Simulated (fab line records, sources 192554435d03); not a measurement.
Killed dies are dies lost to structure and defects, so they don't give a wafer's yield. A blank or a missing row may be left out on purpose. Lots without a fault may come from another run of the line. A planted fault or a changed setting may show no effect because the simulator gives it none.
Split-lot experiment | flow n5_finfet | 7 lots, 21 wafers read, on a route of 1938 steps

THE SPLIT
At N5_BEOL_M0_SAQP_ETCH_106 (etches SOC in N2/H2, stops on SiNx, target depth 150 nm), the setting target_depth_a was moved away from the recipe's 1500 angstrom on 3 of the 21 wafers read, by -11.7% to +11.6%. The other wafers ran this setting at the recipe's value.

The reading is taken at the split's own step.

THE READING
SOC_of_BEOL_M0_SAQP_COAT_105.thk_nm (the simulator's own value, which no gauge read), in nm, at N5_BEOL_M0_SAQP_ETCH_106 (etches SOC in N2/H2, stops on SiNx, target depth 150 nm). The file gives no usual value for it. The 18 wafers here that ran the recipe average 25.2 nm, standard deviation 1.5 nm.

wafer  | tool, chamber at the split | target_depth_a as run, angstrom | against the recipe | SOC_of_BEOL_M0_SAQP_COAT_105.thk_nm, nm | against lot-mates on the recipe
L074.1 | rie_diel-05, 3             | 1674                            | +11.6%             | 13.2                                    | -11.4
L074.4 | rie_diel-05, 3             | 1500                            | recipe             | 23.2                                    | -
L074.5 | rie_diel-05, 0             | 1500                            | recipe             | 26                                      | -
L075.3 | rie_diel-02, 2             | 1500                            | recipe             | 26.2                                    | -
L075.4 | rie_diel-02, 1             | 1500                            | recipe             | 25.2                                    | -
L075.5 | rie_diel-02, 1             | 1500                            | recipe             | 24.8                                    | -
L085.2 | rie_diel-05, 1             | 1500                            | recipe             | 24.2                                    | -
L085.3 | rie_diel-05, 0             | 1500                            | recipe             | 27.4                                    | -
L085.4 | rie_diel-05, 3             | 1500                            | recipe             | 25                                      | -
L086.2 | rie_diel-02, 3             | 1393                            | -7.1%              | 27.2                                    | +1.6
L086.3 | rie_diel-02, 0             | 1500                            | recipe             | 27.2                                    | -
L086.4 | rie_diel-02, 1             | 1500                            | recipe             | 24                                      | -
L089.2 | rie_diel-02, 1             | 1500                            | recipe             | 24.2                                    | -
L089.5 | rie_diel-02, 1             | 1500                            | recipe             | 24.2                                    | -
L089.4 | rie_diel-02, 0             | 1500                            | recipe             | 27                                      | -
L095.3 | rie_diel-05, 0             | 1325                            | -11.7%             | 35.6                                    | +10.3
L095.4 | rie_diel-05, 1             | 1500                            | recipe             | 23.6                                    | -
L095.5 | rie_diel-05, 0             | 1500                            | recipe             | 27                                      | -
L096.3 | rie_diel-05, 0             | 1500                            | recipe             | 26.4                                    | -
L096.5 | rie_diel-05, 0             | 1500                            | recipe             | 26.4                                    | -
L096.6 | rie_diel-05, 2             | 1500                            | recipe             | 22.2                                    | -

THE FIT
A straight line over all 21 wafers: SOC_of_BEOL_M0_SAQP_COAT_105.thk_nm changes by -0.86 nm for each +1% of target_depth_a; r = -0.89; the points scatter about the line by 1.8 nm.
The same after taking each lot's own level away (the mean of its wafers on the recipe; 21 wafers): -0.826 nm for each +1%; r = -0.89; scatter 1.8 nm.
On that fit, the largest move of target_depth_a shifts the reading by 9.6 nm.
The lots' own levels span 24.60 to 25.60 nm, that is 0.7 times the standard deviation above.
So the lot-to-lot level changes the slope little: the two slopes agree.
Check: with one of the wafers moved furthest among these (-11.7%) left out of the fit, the line predicts +8.63 nm for it against its lot-mates. It came out at +10.3 nm against them.

OTHER SPLITS ON THESE WAFERS
These wafers also went through other splits before the reading. Each is held against what the fit with the lots' levels taken away leaves over:
other split on the same wafers               | wafers away from the commonest value | r with SOC_of_BEOL_M0_SAQP_COAT_105.thk_nm (lot level and that fit taken away)
N5_HKMG_FIN_COAT_06 spin_rpm                 | 8                                    | -0.07
N5_HKMG_FIN_EXPOSE_09 dose_mj                | 5                                    | -0.13
N5_MOL_CONTACT_COAG_ETCH_105 bias_w          | 8                                    | +0.00
N5_MOL_CONTACT_COAG_CONTACT_ETCH_14 source_w | 4                                    | -0.04
N5_MOL_CONTACT_COAG_ALD_27 ald_cycles        | 10                                   | +0.28

THE FILE'S OWN FIT
SOC_of_BEOL_M0_SAQP_COAT_105.thk_nm changes by -0.82 nm for each +1% of target_depth_a, r = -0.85.
